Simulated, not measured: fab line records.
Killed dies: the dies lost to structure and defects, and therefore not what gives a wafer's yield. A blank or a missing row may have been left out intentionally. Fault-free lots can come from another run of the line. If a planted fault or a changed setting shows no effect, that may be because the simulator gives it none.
fab line records	flow n5_finfet
record lots=7	wafers=21
route steps=1938 shown BEOL_M6@1233 BEOL_M7@1293 BEOL_M8@1362 BEOL_M9@1401
start_h: start of the lot's first displayed wafer, in hours after the record's first day	wait_h: hours from the lot's prior step to this one	" same as the row above	L1.1+2: one row covering several wafers at once	- value missing, or start not given	* or withheld: withheld	< > ~ a bound
route shown NAME@n: a module of which the file shows steps, and the number in the route of the first	usual: mean/standard deviation taken from wafers without a fault	same: alike in all rows	chamber/n: place in a boat	sites: readings site by site	_std_site: standard deviation of those values	_edge_site: outer sites' mean less inner sites'	radius_mm: for every site, how far away it sits from the centre of the wafer	mask NAME#n: copy n	behind: the last tool/chamber to shape the wafer	hold: cause of the lot's hold/its duration in hours/its outcome	device: which transistor (n, p or np) failed to switch	end of line: tests run on the same wafers once the route is complete	a step without rows: its recipe alone	killed: the dies lost at the first sort to structure and to defects; this is not the yield of the wafer	map: dies across one wafer; x = killed, . = not, _ = none there
set.NAME: the run value of the setting; set.NAME@STEP: its run value at that earlier step	model.NAME: the simulator's own value behind a step, which no gauge read
lots whose settings were changed on purpose; a table a step, a row a wafer
## steps
# step N5_BEOL_M6_ETCH_66
# recipe chemistry=N2/H2	target=SOC	target_depth_a=800	overetch_a=160	mask_material=SiARC	temp_c=40	time_s=120	ion_energy_ev=200	pressure_mtorr=30	source_w=840	bias_w=150	n2_flow_sccm=200	h2_flow_sccm=200
# usual rf_vpp_V=524.9/2.9
lot.wafer	tool	chamber	start_h	wait_h	set.bias_w	set.dose_mj@BEOL_M6_EXPOSE_25	rf_vpp_V	model.BEOL_M6.cd_nm	model.SiARC_of_BEOL_M6_COAT_64.thk_nm
L074.3	rie_diel-03	0	211.50	0.0	150	45	522.1	40	6.2
L074.4	"	2	"	"	150	45	519.4	39.8	6.4
L074.6	"	3	"	"	150	45	524.9	40	6.4
L075.2	rie_diel-03	0	222.54	0.0	150	45	521.9	40	6.2
L075.3	"	1	"	"	150	45	526.3	39.8	6.2
L075.5	"	0	"	"	150	45	522.5	40	6.2
L083.2	rie_diel-03	3	267.49	0.0	150	45	526.5	40	6.4
L083.3	"	1	"	"	150	46.88	526.9	40.8	6.2
L083.4	"	2	"	"	150	46.88	518.8	40.6	6.4
L088.2	rie_diel-01	0	313.80	0.0	150	45	526.1	40	6.4
L088.3	"	1	"	"	150	45	526.3	39.8	6.2
L088.5	"	3	"	"	150	45	522.1	40.2	6.4
L091.3	rie_diel-03	3	317.33	0.0	150	45	525.8	40.6	6.6
L091.4	"	1	"	"	150	47.57	526.5	41.4	6.4
L091.5	"	0	"	"	168.2	47.57	562.2	41.2	5.6
L096.1	rie_diel-01	2	362.21	0.0	150	43.51	529.1	39.2	6.4
L096.2	"	1	"	"	150	45	526.4	40	6.2
L096.3	"	3	"	"	150	43.51	521.3	39.4	6.4
L097.2	rie_diel-03	3	367.07	0.0	150	46.23	526.2	40.4	6.2
L097.3	"	0	"	"	161	45	546.0	40.2	5.8
L097.4	"	1	"	"	161	46.23	549.3	40.6	6
# step N5_BEOL_M7_EXPOSE_25
# recipe mask_id=V6	na=0.33	source_shape=annular	sigma_inner=0.4	sigma_outer=0.8	polarization=unpolarized	target_cd_nm=40	dose_mj=42.5
lot.wafer	tool	chamber	start_h	wait_h	mask	set.dose_mj
L074.3+4+6	euv_scanner-01	0	217.03	-	V6#0	42.5
L075.2	euv_scanner-01	0	232.89	-	V6#0	42.5
L075.3+5	"	0	"	"	V6#0	39.67
L083.2+4	euv_scanner-02	0	281.76	-	V6#0	43.75
L083.3	"	0	"	"	V6#0	42.5
L088.2+3+5	euv_scanner-01	0	321.47	-	V6#0	42.5
L091.3+5	euv_scanner-01	0	324.84	-	V6#0	43.58
L091.4	"	0	"	"	V6#0	42.5
L096.1	euv_scanner-01	0	369.06	-	V6#0	42.5
L096.2+3	"	0	"	"	V6#0	44.57
L097.2+4	euv_scanner-01	0	373.39	-	V6#0	40.63
L097.3	"	0	"	"	V6#0	42.5
# step N5_BEOL_M7_PEB_26
# recipe peb_temp_c=100	peb_time_s=60	resist=CAR-EUV
# step N5_BEOL_M7_DEVELOP_27
# recipe develop_time_s=30	developer=TMAH	resist=CAR-EUV	rinse_liquid=surfactant_rinse	dry=air_spin	dev_temp_c=23
# step N5_BEOL_M7_CD_MEAS_28
# recipe target_cd_nm=40	landing_energy_ev=500	detector=se_inlens
# usual cd_nm=40.06/0.24
lot.wafer	tool	chamber	start_h	wait_h	set.dose_mj@BEOL_M7_EXPOSE_25	cd_nm
L074.3	cd_sem-03	0	217.16	-	42.5	40.09
L074.4	"	0	"	"	42.5	40.07
L074.6	"	0	"	"	42.5	40.17
L075.2	cd_sem-02	0	233.02	-	42.5	39.67
L075.3	"	0	"	"	39.67	38.47
L075.5	"	0	"	"	39.67	38.48
L083.2	cd_sem-02	0	281.89	-	43.75	40.82
L083.3	"	0	"	"	42.5	40.46
L083.4	"	0	"	"	43.75	40.44
L088.2	cd_sem-02	0	321.60	-	42.5	40.20
L088.3	"	0	"	"	42.5	40.11
L088.5	"	0	"	"	42.5	39.96
L091.3	cd_sem-01	0	324.96	-	43.58	40.50
L091.4	"	0	"	"	42.5	40.13
L091.5	"	0	"	"	43.58	40.44
L096.1	cd_sem-01	0	369.19	-	42.5	39.80
L096.2	"	0	"	"	44.57	41.13
L096.3	"	0	"	"	44.57	41.33
L097.2	cd_sem-03	0	373.51	-	40.63	38.97
L097.3	"	0	"	"	42.5	39.90
L097.4	"	0	"	"	40.63	39.27
# step N5_BEOL_M7_DESCUM_33
# recipe chemistry=O2	time_s=7	source_power_w=50	bias_power_w=20	pressure_mtorr=20	rf_frequency_hz=2.712e+07	temp_c=40	resist=CAR-EUV	o2_flow_sccm=225
lot.wafer	tool	chamber	start_h	wait_h	set.time_s	set.dose_mj@BEOL_M7_EXPOSE_25	model.BEOL_M7.cd_nm
L074.3+6	rie_diel-02	1	218.16	0.9	7.938	42.5	40.2
L074.4	"	3	"	"	7	42.5	40
L075.2	rie_diel-05	2	233.14	0.0	6.571	42.5	40
L075.3	"	3	"	"	7	39.67	38.6
L075.5	"	3	"	"	6.571	39.67	38.4
L083.2	rie_diel-05	2	282.01	0.0	7.706	43.75	40.8
L083.3	"	3	"	"	7.706	42.5	40.4
L083.4	"	1	"	"	7	43.75	40.8
L088.2+3	rie_diel-02	3,2	322.62	0.9	7	42.5	40
L088.5	"	2	"	"	7	42.5	39.8
L091.3+5	rie_diel-02	1	325.78	0.7	7	43.58	40.6
L091.4	"	2	"	"	7	42.5	40
L096.1	rie_diel-02	3	369.53	0.0	7	42.5	40
L096.2+3	"	1,2	"	"	7	44.57	41
L097.2+4	rie_diel-02	0,3	373.64	0.0	7	40.63	39.2
L097.3	"	2	"	"	6.251	42.5	39.8
# step N5_BEOL_M7_ETCH_72
# recipe chemistry=N2/H2	target=underlayer	target_depth_a=65	mask_material=CAR-EUV	time_s=5.2	ion_energy_ev=200	pressure_mtorr=30	source_w=840	bias_w=150	n2_flow_sccm=200	h2_flow_sccm=200	ends=cleared
lot.wafer	tool	chamber	start_h	wait_h	set.time_s@BEOL_M7_DESCUM_33	model.CAR-EUV_of_BEOL_M7_COAT_22.thk_nm
L074.3+6	rie_diel-02	1	218.20	0.0	7.938	20
L074.4	"	3	"	"	7	20.4
L075.2+5	rie_diel-05	2,3	233.17	0.0	6.571	20.6
L075.3	"	3	"	"	7	20.4
L083.2+3	rie_diel-05	2,3	282.05	0.0	7.706	20
L083.4	"	1	"	"	7	20.4
L088.2+3+5	rie_diel-02	3,2,2	322.66	0.0	7	20.4
L091.3+4+5	rie_diel-02	1,2,1	325.82	0.0	7	20.4
L096.1+2	rie_diel-02	3,1	369.56	0.0	7	20.4
L096.3	"	2	"	"	7	20.6
L097.2+4	rie_diel-02	0,3	373.67	0.0	7	20.4
L097.3	"	2	"	"	6.251	20.6
# step N5_BEOL_M7_ETCH_65
# recipe chemistry=CF4	target=SiARC	target_depth_a=156	mask_material=CAR-EUV	time_s=26	ion_energy_ev=80	pressure_mtorr=40	source_w=545	bias_w=36	Ar_flow_sccm=100	cf4_flow_sccm=100	ends=cleared
lot.wafer	tool	chamber	start_h	wait_h	set.time_s@BEOL_M7_DESCUM_33	model.CAR-EUV_of_BEOL_M7_COAT_22.thk_nm
L074.3+6	rie_diel-02	1	218.21	0.0	7.938	10.8
L074.4	"	3	"	"	7	11.2
L075.2	rie_diel-05	2	233.19	0.0	6.571	11.4
L075.3	"	3	"	"	7	11.2
L075.5	"	3	"	"	6.571	11.6
L083.2+3	rie_diel-05	2,3	282.06	0.0	7.706	10.8
L083.4	"	1	"	"	7	11.2
L088.2+3+5	rie_diel-02	3,2,2	322.67	0.0	7	11.2
L091.3+4+5	rie_diel-02	1,2,1	325.83	0.0	7	11.2
L096.1+2	rie_diel-02	3,1	369.58	0.0	7	11.2
L096.3	"	2	"	"	7	11.4
L097.2+4	rie_diel-02	0,3	373.69	0.0	7	11.2
L097.3	"	2	"	"	6.251	11.4
# step N5_BEOL_M7_ETCH_66
# recipe chemistry=N2/H2	target=SOC	target_depth_a=800	overetch_a=160	mask_material=SiARC	temp_c=40	time_s=120	ion_energy_ev=200	pressure_mtorr=30	source_w=840	bias_w=150	n2_flow_sccm=200	h2_flow_sccm=200
lot.wafer	tool	chamber	start_h	wait_h	set.dose_mj@BEOL_M7_EXPOSE_25	model.BEOL_M7.cd_nm
L074.3+6	rie_diel-02	1	218.24	0.0	42.5	40
L074.4	"	3	"	"	42.5	39.6
L075.2	rie_diel-05	2	233.22	0.0	42.5	39.8
L075.3	"	3	"	"	39.67	38.6
L075.5	"	3	"	"	39.67	38.4
L083.2+4	rie_diel-05	2,1	282.09	0.0	43.75	40.8
L083.3	"	3	"	"	42.5	40.2
L088.2+3	rie_diel-02	3,2	322.70	0.0	42.5	40
L088.5	"	2	"	"	42.5	39.8
L091.3	rie_diel-02	1	325.86	0.0	43.58	40.8
L091.4	"	2	"	"	42.5	40.2
L091.5	"	1	"	"	43.58	40.4
L096.1	rie_diel-02	3	369.61	0.0	42.5	40
L096.2	"	1	"	"	44.57	41
L096.3	"	2	"	"	44.57	40.8
L097.2	rie_diel-02	0	373.72	0.0	40.63	38.8
L097.3	"	2	"	"	42.5	39.8
L097.4	"	3	"	"	40.63	39.2
# step N5_BEOL_M8_EXPOSE_25
# recipe mask_id=V7	na=0.33	source_shape=annular	sigma_inner=0.4	sigma_outer=0.8	polarization=unpolarized	target_cd_nm=40	dose_mj=42.5
lot.wafer	tool	chamber	start_h	wait_h	mask	set.dose_mj
L074.3+4+6	euv_scanner-02	0	228.61	-	V7#0	42.5
L075.2+5	euv_scanner-02	0	243.76	-	V7#0	42.5
L075.3	"	0	"	"	V7#0	40.35
L083.2+4	euv_scanner-01	0	291.56	-	V7#0	40.42
L083.3	"	0	"	"	V7#0	42.5
L088.2+3+5	euv_scanner-02	0	330.82	-	V7#0	42.5
L091.3+5	euv_scanner-02	0	333.15	-	V7#0	43.6
L091.4	"	0	"	"	V7#0	42.5
L096.1+2	euv_scanner-01	0	375.65	-	V7#0	39.97
L096.3	"	0	"	"	V7#0	42.5
L097.2	euv_scanner-01	0	390.20	-	V7#0	45.14
L097.3+4	"	0	"	"	V7#0	42.5
# step N5_BEOL_M8_PEB_26
# recipe peb_temp_c=100	peb_time_s=60	resist=CAR-EUV
# step N5_BEOL_M8_DEVELOP_27
# recipe develop_time_s=30	developer=TMAH	resist=CAR-EUV	rinse_liquid=surfactant_rinse	dry=air_spin	dev_temp_c=23
# step N5_BEOL_M8_CD_MEAS_28
# recipe target_cd_nm=40	landing_energy_ev=500	detector=se_inlens
# usual cd_nm=39.96/0.22
lot.wafer	tool	chamber	start_h	wait_h	set.dose_mj@BEOL_M8_EXPOSE_25	cd_nm
L074.3	cd_sem-03	0	228.74	-	42.5	39.96
L074.4	"	0	"	"	42.5	39.75
L074.6	"	0	"	"	42.5	40.09
L075.2	cd_sem-02	0	243.89	-	42.5	39.89
L075.3	"	0	"	"	40.35	38.88
L075.5	"	0	"	"	42.5	40.33
L083.2	cd_sem-03	0	291.68	-	40.42	38.88
L083.3	"	0	"	"	42.5	39.64
L083.4	"	0	"	"	40.42	38.74
L088.2	cd_sem-02	0	330.94	-	42.5	39.91
L088.3	"	0	"	"	42.5	39.69
L088.5	"	0	"	"	42.5	40.07
L091.3	cd_sem-03	0	333.27	-	43.6	40.63
L091.4	"	0	"	"	42.5	39.66
L091.5	"	0	"	"	43.6	40.78
L096.1	cd_sem-02	0	375.78	-	39.97	39.07
L096.2	"	0	"	"	39.97	38.83
L096.3	"	0	"	"	42.5	40.43
L097.2	cd_sem-02	0	390.33	-	45.14	41.17
L097.3	"	0	"	"	42.5	39.94
L097.4	"	0	"	"	42.5	40.06
# step N5_BEOL_M8_DESCUM_33
# recipe chemistry=O2	time_s=7	source_power_w=50	bias_power_w=20	pressure_mtorr=20	rf_frequency_hz=2.712e+07	temp_c=40	resist=CAR-EUV	o2_flow_sccm=225
lot.wafer	tool	chamber	start_h	wait_h	set.dose_mj@BEOL_M8_EXPOSE_25	model.BEOL_M8.cd_nm
L074.3	rie_diel-03	3	229.52	0.7	42.5	40
L074.4	"	1	"	"	42.5	40.2
L074.6	"	1	"	"	42.5	39.8
L075.2+5	rie_diel-04	0	244.01	0.0	42.5	40
L075.3	"	3	"	"	40.35	38.8
L083.2+4	rie_diel-01	0,1	291.81	0.0	40.42	39
L083.3	"	2	"	"	42.5	39.8
L088.2+5	rie_diel-03	3	331.06	0.0	42.5	40
L088.3	"	1	"	"	42.5	39.8
L091.3+5	rie_diel-04	1,2	333.52	0.2	43.6	40.6
L091.4	"	3	"	"	42.5	39.8
L096.1	rie_diel-04	2	375.90	0.0	39.97	39
L096.2	"	3	"	"	39.97	38.8
L096.3	"	1	"	"	42.5	40.2
L097.2	rie_diel-04	2	390.45	0.0	45.14	41.2
L097.3	"	3	"	"	42.5	39.8
L097.4	"	0	"	"	42.5	40
# step N5_BEOL_M8_ETCH_72
# recipe chemistry=N2/H2	target=underlayer	target_depth_a=65	mask_material=CAR-EUV	time_s=5.2	ion_energy_ev=200	pressure_mtorr=30	source_w=840	bias_w=150	n2_flow_sccm=200	h2_flow_sccm=200	ends=cleared
lot.wafer	tool	chamber	start_h	wait_h	set.dose_mj@BEOL_M8_EXPOSE_25	model.BEOL_M8.cd_nm
L074.3	rie_diel-03	3	229.56	0.0	42.5	40
L074.4	"	1	"	"	42.5	40.2
L074.6	"	1	"	"	42.5	39.8
L075.2+5	rie_diel-04	0	244.04	0.0	42.5	40
L075.3	"	3	"	"	40.35	38.8
L083.2	rie_diel-01	0	291.85	0.0	40.42	39.2
L083.3	"	2	"	"	42.5	39.8
L083.4	"	1	"	"	40.42	39
L088.2+5	rie_diel-03	3	331.10	0.0	42.5	40
L088.3	"	1	"	"	42.5	39.8
L091.3+5	rie_diel-04	1,2	333.55	0.0	43.6	40.6
L091.4	"	3	"	"	42.5	39.8
L096.1	rie_diel-04	2	375.94	0.0	39.97	39
L096.2	"	3	"	"	39.97	38.8
L096.3	"	1	"	"	42.5	40.2
L097.2	rie_diel-04	2	390.48	0.0	45.14	41.4
L097.3	"	3	"	"	42.5	39.8
L097.4	"	0	"	"	42.5	40
# step N5_BEOL_M8_ETCH_66
# recipe chemistry=N2/H2	target=SOC	target_depth_a=800	overetch_a=160	mask_material=SiARC	temp_c=40	time_s=120	ion_energy_ev=200	pressure_mtorr=30	source_w=840	bias_w=150	n2_flow_sccm=200	h2_flow_sccm=200
# usual rf_vpp_V=525.0/2.8
lot.wafer	tool	chamber	start_h	wait_h	set.source_w	set.dose_mj@BEOL_M8_EXPOSE_25	rf_vpp_V	model.BEOL_M8.cd_nm
L074.3	rie_diel-03	3	229.60	0.0	727	42.5	552.1	39.8
L074.4	"	1	"	"	727	42.5	553.8	39.8
L074.6	"	1	"	"	840	42.5	528.3	39.8
L075.2	rie_diel-04	0	244.09	0.0	840	42.5	521.5	40
L075.3	"	3	"	"	840	40.35	527.4	39
L075.5	"	0	"	"	782.7	42.5	535.0	39.8
L083.2	rie_diel-01	0	291.89	0.0	840	40.42	522.9	39.2
L083.3	"	2	"	"	840	42.5	527.7	40.2
L083.4	"	1	"	"	769.7	40.42	544.6	39.2
L088.2	rie_diel-03	3	331.14	0.0	840	42.5	525.6	40
L088.3	"	1	"	"	840	42.5	526.2	39.6
L088.5	"	3	"	"	840	42.5	526.5	40
L091.3	rie_diel-04	1	333.60	0.0	840	43.6	528.1	40.4
L091.4	"	3	"	"	840	42.5	526.9	39.8
L091.5	"	2	"	"	782.6	43.6	535.5	40.2
L096.1	rie_diel-04	2	375.98	0.0	840	39.97	523.7	39
L096.2	"	3	"	"	793.5	39.97	537.9	39
L096.3	"	1	"	"	840	42.5	526.2	40.2
L097.2	rie_diel-04	2	390.53	0.0	840	45.14	523.5	41.2
L097.3	"	3	"	"	840	42.5	526.6	39.8
L097.4	"	0	"	"	719	42.5	549.5	39.8
# step N5_BEOL_M9_ILD_DEP_00
# recipe material=SiCOH_lowk	target_thk_a=3085.1	temp_c=300	precursor=DEMS/porogen	pressure_torr=5	rf_w=500	time_s=58
lot.wafer	tool	chamber	start_h	wait_h	set.time_s	model.SiCOH_lowk_of_BEOL_M9_ILD_DEP_00.thk_nm
L074.3	pecvd-03	1	233.84	0.1	58	307.6
L074.4	"	0	"	"	61.32	328
L074.6	"	1	"	"	61.32	326.2
L075.2	pecvd-02	2	247.52	0.0	58	308.2
L075.3	"	1	"	"	58	308.8
L075.5	"	1	"	"	58	311.8
L083.2	pecvd-02	2	296.12	0.0	58	304.2
L083.3	"	0	"	"	58	307
L083.4	"	2	"	"	58	311.2
L088.2	pecvd-04	1	334.08	0.0	58	306.6
L088.3	"	2	"	"	58	307.2
L088.5	"	1	"	"	58	313.6
L091.3	pecvd-02	2	337.93	0.0	58	306
L091.4	"	1	"	"	54.73	295.6
L091.5	"	0	"	"	54.73	292
L096.1	pecvd-04	2	380.41	0.0	58	306
L096.2	"	1	"	"	51.44	271.6
L096.3	"	0	"	"	51.44	271.8
L097.2	pecvd-04	2	393.86	0.0	58	306.6
L097.3	"	0	"	"	50.58	273
L097.4	"	2	"	"	58	312.4
# step N5_BEOL_M9_CURE_71
# recipe temp_c=385	time_s=240	ambient=He/Ar	material=SiCOH_lowk
lot.wafer	tool	chamber	start_h	wait_h	set.time_s@BEOL_M9_ILD_DEP_00	model.SiCOH_lowk_of_BEOL_M9_ILD_DEP_00.thk_nm
L074.3	uv_cure-02	2	234.14	0.3	58	267.2
L074.4	"	2	"	"	61.32	285.2
L074.6	"	2	"	"	61.32	283.6
L075.2	uv_cure-03	1	247.76	0.2	58	267.8
L075.3	"	1	"	"	58	268.2
L075.5	"	1	"	"	58	271
L083.2	uv_cure-03	0	296.28	0.1	58	264.2
L083.3	"	0	"	"	58	266.6
L083.4	"	0	"	"	58	270.4
L088.2	uv_cure-03	2	334.24	0.1	58	266.2
L088.3	"	2	"	"	58	266.8
L088.5	"	2	"	"	58	272.6
L091.3	uv_cure-02	0	338.33	0.4	58	265.8
L091.4	"	0	"	"	54.73	256.6
L091.5	"	0	"	"	54.73	253.4
L096.1	uv_cure-03	0	380.49	0.0	58	265.8
L096.2	"	0	"	"	51.44	235.4
L096.3	"	0	"	"	51.44	235.6
L097.2	uv_cure-02	0	394.04	0.2	58	266.2
L097.3	"	0	"	"	50.58	236.6
L097.4	"	0	"	"	58	271.6
# step N5_BEOL_M9_THK_MEAS_01
# recipe reads=SiCOH_lowk_of_BEOL_M9_ILD_DEP_00
# usual M9_ILD_THK=269/3
lot.wafer	tool	chamber	start_h	wait_h	set.time_s@BEOL_M9_ILD_DEP_00	M9_ILD_THK[nm]
L074.3	film_metro-02	-	234.49	0.3	58	267
L074.4	"	-	"	"	61.32	285
L074.6	"	-	"	"	61.32	283
L075.2	film_metro-02	-	248.59	0.7	58	268
L075.3	"	-	"	"	58	268
L075.5	"	-	"	"	58	271
L083.2	film_metro-02	-	296.71	0.4	58	264
L083.3	"	-	"	"	58	267
L083.4	"	-	"	"	58	270
L088.2	film_metro-02	-	334.67	0.4	58	266
L088.3	"	-	"	"	58	267
L088.5	"	-	"	"	58	273
L091.3	film_metro-01	-	339.00	0.5	58	266
L091.4	"	-	"	"	54.73	256
L091.5	"	-	"	"	54.73	253
L096.1	film_metro-02	-	381.00	0.4	58	266
L096.2	"	-	"	"	51.44	236
L096.3	"	-	"	"	51.44	236
L097.2	film_metro-01	-	394.49	0.4	58	266
L097.3	"	-	"	"	50.58	237
L097.4	"	-	"	"	58	271
## key
split step=N5_BEOL_M6_ETCH_66	setting=bias_w	stated=150	by=wafer
response step=N5_BEOL_M6_ETCH_66	reading=rf_vpp_V	change=+2.96	per=1%	r=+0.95
response step=N5_BEOL_M6_ETCH_66	reading=model.SiARC_of_BEOL_M6_COAT_64.thk_nm	change=-0.0653	per=1%	r=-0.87
split step=N5_BEOL_M7_EXPOSE_25	setting=dose_mj	stated=42.5	by=wafer
response step=N5_BEOL_M7_CD_MEAS_28	reading=cd_nm	change=+0.192	per=1%	r=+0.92
response step=N5_BEOL_M7_DESCUM_33	reading=model.BEOL_M7.cd_nm	change=+0.197	per=1%	r=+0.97
response step=N5_BEOL_M7_ETCH_66	reading=model.BEOL_M7.cd_nm	change=+0.189	per=1%	r=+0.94
split step=N5_BEOL_M7_DESCUM_33	setting=time_s	stated=7	by=wafer
response step=N5_BEOL_M7_ETCH_72	reading=model.CAR-EUV_of_BEOL_M7_COAT_22.thk_nm	change=-0.0294	per=1%	r=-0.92
response step=N5_BEOL_M7_ETCH_65	reading=model.CAR-EUV_of_BEOL_M7_COAT_22.thk_nm	change=-0.0309	per=1%	r=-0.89
split step=N5_BEOL_M8_EXPOSE_25	setting=dose_mj	stated=42.5	by=wafer
response step=N5_BEOL_M8_CD_MEAS_28	reading=cd_nm	change=+0.223	per=1%	r=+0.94
response step=N5_BEOL_M8_DESCUM_33	reading=model.BEOL_M8.cd_nm	change=+0.214	per=1%	r=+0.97
response step=N5_BEOL_M8_ETCH_72	reading=model.BEOL_M8.cd_nm	change=+0.22	per=1%	r=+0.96
response step=N5_BEOL_M8_ETCH_66	reading=model.BEOL_M8.cd_nm	change=+0.204	per=1%	r=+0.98
split step=N5_BEOL_M8_ETCH_66	setting=source_w	stated=840	by=wafer
response step=N5_BEOL_M8_ETCH_66	reading=rf_vpp_V	change=-1.79	per=1%	r=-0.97
split step=N5_BEOL_M9_ILD_DEP_00	setting=time_s	stated=58	by=wafer
response step=N5_BEOL_M9_ILD_DEP_00	reading=model.SiCOH_lowk_of_BEOL_M9_ILD_DEP_00.thk_nm	change=+2.91	per=1%	r=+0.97
response step=N5_BEOL_M9_CURE_71	reading=model.SiCOH_lowk_of_BEOL_M9_ILD_DEP_00.thk_nm	change=+2.57	per=1%	r=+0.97
response step=N5_BEOL_M9_THK_MEAS_01	reading=M9_ILD_THK	change=+2.56	per=1%	r=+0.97
split outside_this_file step=N5_BEOL_M6_EXPOSE_25 setting=dose_mj
# split outside_this_file: this setting was split too, and the file shows its column; the key of that split is in another file
